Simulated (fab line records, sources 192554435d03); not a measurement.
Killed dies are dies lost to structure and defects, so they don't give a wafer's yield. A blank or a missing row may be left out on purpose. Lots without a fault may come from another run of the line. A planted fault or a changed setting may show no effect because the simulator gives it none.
Which tool did it? | flow n5_finfet | 24 lots, 72 wafers sampled, at 4 steps of a route of 1938

WHAT THE GAUGES READ, wafer by wafer
N5_BEOL_M14_THK_MEAS_01. Usual: M14_ILD_THK 1123 nm, standard deviation 15.
lot  | measured     | on            | M14_ILD_THK (nm) | flag
L074 | day 11 05:25 | film_metro-02 | 1094 1097 1126   |
L075 | day 11 16:43 | film_metro-02 | 1125 1138 1129   |
L078 | day 12 00:02 | film_metro-01 | 1119 1111 1138   |
L077 | day 11 23:55 | film_metro-02 | 1147 1124 1114   |
L076 | day 12 10:15 | film_metro-02 | 1119 1141 1142   |
L080 | day 13 03:05 | film_metro-01 | 1128 1124 1127   |
L079 | day 13 03:21 | film_metro-02 | 1144 1131 1169   |
L081 | day 13 03:41 | film_metro-02 | 1114 1133 1141   |
L082 | day 13 08:28 | film_metro-01 | 1140 1123 1152   |
L084 | day 13 20:33 | film_metro-02 | 1105 1113 1135   |
L083 | day 13 23:38 | film_metro-01 | 1111 1125 1148   |
L085 | day 14 10:07 | film_metro-02 | 1113 1155 1107   |
L088 | day 14 23:07 | film_metro-01 | 1104 1117 1128   |
L086 | day 15 03:09 | film_metro-02 | 1116 1129 1124   |
L089 | day 15 03:25 | film_metro-01 | 1094 1111 1116   |
L087 | day 15 03:59 | film_metro-01 | 1112 1110 1136   |
L090 | day 15 06:13 | film_metro-01 | 1125 1140 1142   |
L092 | day 15 07:19 | film_metro-02 | 1124 1125 1121   |
L091 | day 15 22:17 | film_metro-01 | 1111 1130 1118   |
L093 | day 16 03:32 | film_metro-01 | 1119 1121 1126   |
L095 | day 16 17:42 | film_metro-02 | 1150 1147 1118   |
L094 | day 16 17:53 | film_metro-02 | 1097 1106 1121   |
L097 | day 16 21:50 | film_metro-01 | 1110 1136 1124   |
L096 | day 17 05:34 | film_metro-02 | 1090 1127 1118   |

N5_BEOL_M14_OVL_MEAS_11. Usual: V13_OVL -6 nm, standard deviation 5.9.
lot  | measured     | on         | V13_OVL (nm) | flag
L074 | day 11 05:53 | overlay-02 | -3 -5 -4     |
L075 | day 11 17:03 | overlay-01 | -6 -10 -14   |
L078 | day 12 00:32 | overlay-02 | 0 -4 3       |
L077 | day 12 00:22 | overlay-02 | -5 -1 2      |
L076 | day 12 10:43 | overlay-01 | -3 0 -3      |
L080 | day 13 03:32 | overlay-02 | -7 -14 -10   |
L079 | day 13 03:49 | overlay-01 | -15 -9 -5    |
L081 | day 13 04:01 | overlay-01 | -1 5 -1      |
L082 | day 13 08:55 | overlay-01 | -10 5 1      |
L084 | day 13 20:53 | overlay-01 | -10 4 -9     |
L083 | day 14 00:06 | overlay-01 | -1 -5 -6     |
L085 | day 14 10:35 | overlay-01 | 2 0 -9       |
L088 | day 14 23:35 | overlay-02 | 3 12 3       |
L086 | day 15 03:37 | overlay-01 | -13 -5 -13   |
L089 | day 15 03:46 | overlay-02 | -2 -10 -9    |
L087 | day 15 04:19 | overlay-01 | -3 -6 1      |
L090 | day 15 06:32 | overlay-02 | -10 -4 -10   |
L092 | day 15 07:39 | overlay-02 | -6 -12 -9    |
L091 | day 15 22:38 | overlay-02 | -20 -5 -12   |
L093 | day 16 03:53 | overlay-01 | -8 -5 -11    |
L095 | day 16 18:10 | overlay-02 | -3 -7 -3     |
L094 | day 16 18:13 | overlay-02 | -9 -6 -4     |
L097 | day 16 22:11 | overlay-01 | -1 1 -4      |
L096 | day 17 05:54 | overlay-01 | -3 -14 -4    |

WHICH TOOL RAN EACH LOT (tool, then ch and the chambers of the sampled wafers, then the start)
lot  | N5_BEOL_M13_ETCH_38                | N5_BEOL_M14_ILD_DEP_00
L074 | rie_diel-05 ch 0,1,2, day 11 03:05 | pecvd-04 ch 1,2, day 11 05:14
L075 | rie_diel-05 ch 2,3, day 11 14:43   | pecvd-03 ch 1,2, day 11 16:31
L078 | rie_diel-04 ch 0,3, day 11 20:52   | pecvd-04 ch 1,2, day 11 23:50
L077 | rie_diel-04 ch 0,1,2, day 11 21:44 | pecvd-03 ch 0,1,2, day 11 23:43
L076 | rie_diel-04 ch 0,1,3, day 12 07:30 | pecvd-03 ch 1,2, day 12 10:04
L080 | rie_diel-04 ch 0,3, day 13 01:04   | pecvd-04 ch 1,2, day 13 02:53
L079 | rie_diel-05 ch 0,1,2, day 13 01:08 | pecvd-03 ch 1,2, day 13 03:10
L081 | rie_diel-04 ch 0,1,2, day 13 01:19 | pecvd-04 ch 1,2, day 13 03:25
L082 | rie_diel-04 ch 0,1,2, day 13 04:56 | pecvd-03 ch 0,2, day 13 08:16
L084 | rie_diel-05 ch 0,1, day 13 18:32   | pecvd-04 ch 0,2, day 13 20:22
L083 | rie_diel-05 ch 0,1,2, day 13 20:08 | pecvd-03 ch 0,1,2, day 13 23:27
L085 | rie_diel-03 ch 0,1,2, day 14 08:10 | pecvd-02 ch 0,1,2, day 14 09:56
L088 | rie_diel-03 ch 1,2,3, day 14 20:54 | pecvd-04 ch 0,1, day 14 22:56
L086 | rie_diel-04 ch 0,1,3, day 15 00:49 | pecvd-03 ch 0,2, day 15 02:58
L089 | rie_diel-03 ch 0,1,2, day 15 01:38 | pecvd-03 ch 0,1, day 15 03:14
L087 | rie_diel-03 ch 0,1, day 15 01:55   | pecvd-04 ch 0,1,2, day 15 03:47
L090 | rie_diel-04 ch 0,3, day 15 03:50   | pecvd-03 ch 1,2, day 15 06:01
L092 | rie_diel-05 ch 0,2, day 15 05:02   | pecvd-04 ch 0,2, day 15 07:07
L091 | rie_diel-05 ch 0,1,3, day 15 18:13 | pecvd-04 ch 0,1, day 15 22:07
L093 | rie_diel-03 ch 2,3, day 16 01:11   | pecvd-02 ch 0,1,2, day 16 03:21
L095 | rie_diel-03 ch 2,3, day 16 15:33   | pecvd-02 ch 0,1, day 16 17:31
L094 | rie_diel-03 ch 1,2,3, day 16 15:49 | pecvd-04 ch 0,1,2, day 16 17:41
L097 | rie_diel-04 ch 0,3, day 16 19:23   | pecvd-04 ch 1,2, day 16 21:39
L096 | rie_diel-03 ch 0,3, day 17 03:28   | pecvd-04 ch 0,1,2, day 17 05:23
- N5_BEOL_M13_ETCH_38: etches SiCN in CF4/N2, target depth 67.5 nm, time 71.9 s.
- N5_BEOL_M14_ILD_DEP_00: deposits SiO2 from TEOS/O2, target thk 1119.3 nm, time 237.4 s.

WHAT THE TOOLS THEMSELVES READ (means of the sampled wafers that have a number; where no wafer has one, the mark that the record gives instead)
N5_BEOL_M13_ETCH_38. Usual: drypump_motor_current_A 5.6 A, standard deviation 0.45; oes_product_au 0.81 a.u., standard deviation 0.075; rf_vpp_V 382.5 V, standard deviation 2.1; showerhead_plenum_p_Torr 2.21 Torr, standard deviation 0.085; throttle_valve_pct 15.35 %, standard deviation 0.27.
lot  | tool        | drypump_motor_current_A (A) | oes_product_au (a.u.) | rf_vpp_V (V) | showerhead_plenum_p_Torr (Torr) | throttle_valve_pct (%) | flag
L074 | rie_diel-05 | 5.8                         | 0.78                  | 381.9        | 2.15                            | 15.28                  |
L075 | rie_diel-05 | 5.7                         | 0.75                  | 382.5        | 2.20                            | 15.56                  |
L078 | rie_diel-04 | 6.0                         | 0.83                  | 381.3        | 2.21                            | 15.38                  |
L077 | rie_diel-04 | 5.4                         | 0.84                  | 380.5        | 2.13                            | 15.39                  |
L076 | rie_diel-04 | 5.5                         | 0.86                  | 382.0        | 2.21                            | 15.23                  |
L080 | rie_diel-04 | 5.7                         | 0.82                  | 383.6        | 2.27                            | 15.22                  |
L079 | rie_diel-05 | 5.8                         | 0.77                  | 381.1        | 2.15                            | 15.31                  |
L081 | rie_diel-04 | 5.5                         | 0.83                  | 380.3        | 2.13                            | 15.40                  |
L082 | rie_diel-04 | 5.4                         | 0.82                  | 381.0        | 2.13                            | 15.40                  |
L084 | rie_diel-05 | 5.9                         | 0.81                  | 380.5        | 2.13                            | 15.12                  |
L083 | rie_diel-05 | 5.8                         | 0.76                  | 380.8        | 2.14                            | 15.31                  |
L085 | rie_diel-03 | 5.6                         | 0.84                  | 384.5        | 2.29                            | 15.45                  |
L088 | rie_diel-03 | 5.6                         | 0.88                  | 384.3        | 2.28                            | 15.27                  |
L086 | rie_diel-04 | 5.6                         | 0.82                  | 382.4        | 2.21                            | 15.28                  |
L089 | rie_diel-03 | 5.5                         | 0.83                  | 384.5        | 2.29                            | 15.47                  |
L087 | rie_diel-03 | 5.2                         | 0.81                  | 383.4        | 2.26                            | 15.56                  |
L090 | rie_diel-04 | 5.7                         | 0.79                  | 383.6        | 2.27                            | 15.24                  |
L092 | rie_diel-05 | 5.8                         | 0.76                  | 381.1        | 2.18                            | 15.45                  |
L091 | rie_diel-05 | 5.7                         | 0.78                  | 381.2        | 2.14                            | 15.30                  |
L093 | rie_diel-03 | 6.0                         | 0.87                  | 385.0        | 2.31                            | 15.19                  |
L095 | rie_diel-03 | 5.9                         | 0.84                  | 384.9        | 2.27                            | 15.29                  |
L094 | rie_diel-03 | 5.6                         | 0.85                  | 383.4        | 2.27                            | 15.30                  |
L097 | rie_diel-04 | 5.7                         | 0.77                  | 383.3        | 2.26                            | 15.27                  |
L096 | rie_diel-03 | 5.9                         | 0.78                  | 383.9        | 2.24                            | 15.60                  |

N5_BEOL_M14_ILD_DEP_00. Usual: heater_power_outer_w 313 W, standard deviation 94; heater_power_w 549 W, standard deviation 120; showerhead_plenum_p_Torr 8.332 Torr, standard deviation 0.016; throttle_valve_pct 18.3 %, standard deviation 0.74.
lot  | tool     | heater_power_outer_w (W) | heater_power_w (W) | showerhead_plenum_p_Torr (Torr) | throttle_valve_pct (%) | flag
L074 | pecvd-04 | 208                      | 413                | 8.331                           | 18.0                   |
L075 | pecvd-03 | 380                      | 642                | 8.352                           | 17.7                   |
L078 | pecvd-04 | 255                      | 479                | 8.322                           | 18.0                   |
L077 | pecvd-03 | 365                      | 617                | 8.337                           | 18.3                   |
L076 | pecvd-03 | 425                      | 701                | 8.345                           | 18.0                   |
L080 | pecvd-04 | 233                      | 459                | 8.339                           | 17.9                   |
L079 | pecvd-03 | 424                      | 700                | 8.332                           | 17.8                   |
L081 | pecvd-04 | 232                      | 437                | 8.345                           | 18.1                   |
L082 | pecvd-03 | 364                      | 619                | 8.317                           | 18.2                   |
L084 | pecvd-04 | 283                      | 526                | 8.336                           | 18.4                   |
L083 | pecvd-03 | 426                      | 681                | 8.347                           | 18.4                   |
L085 | pecvd-02 | 266                      | 488                | 8.335                           | 18.5                   |
L088 | pecvd-04 | 224                      | 441                | 8.328                           | 18.7                   |
L086 | pecvd-03 | 393                      | 642                | 8.331                           | 18.2                   |
L089 | pecvd-03 | 430                      | 665                | 8.313                           | 19.2                   |
L087 | pecvd-04 | 287                      | 531                | 8.319                           | 18.3                   |
L090 | pecvd-03 | 409                      | 701                | 8.339                           | 17.7                   |
L092 | pecvd-04 | 316                      | 566                | 8.325                           | 17.9                   |
L091 | pecvd-04 | 231                      | 455                | 8.330                           | 18.5                   |
L093 | pecvd-02 | 281                      | 496                | 8.340                           | 18.5                   |
L095 | pecvd-02 | 278                      | 475                | 8.353                           | 18.8                   |
L094 | pecvd-04 | 285                      | 515                | 8.341                           | 18.3                   |
L097 | pecvd-04 | 247                      | 480                | 8.344                           | 17.9                   |
L096 | pecvd-04 | 238                      | 447                | 8.343                           | 18.3                   |

THE ANSWER, worked out from the rows above alone
Rule: a lot is off if the mean of its wafers that have a number lies more than 3 standard deviations from the usual mean. A lot without any number at a reading at which 4 lots or more have one is off too. The other lots that the step has rows for count as sound. The gauges are gone through in route order, then the tools' own readings, and for those a lot's mean is taken as printed above. The first step at which some lot is off is used, and at that step the reading that is off furthest; a lot without a number counts as furthest.
No lot is off at any reading shown: from this, nothing can be told.

WHAT THE SIMULATOR HAD PUT IN
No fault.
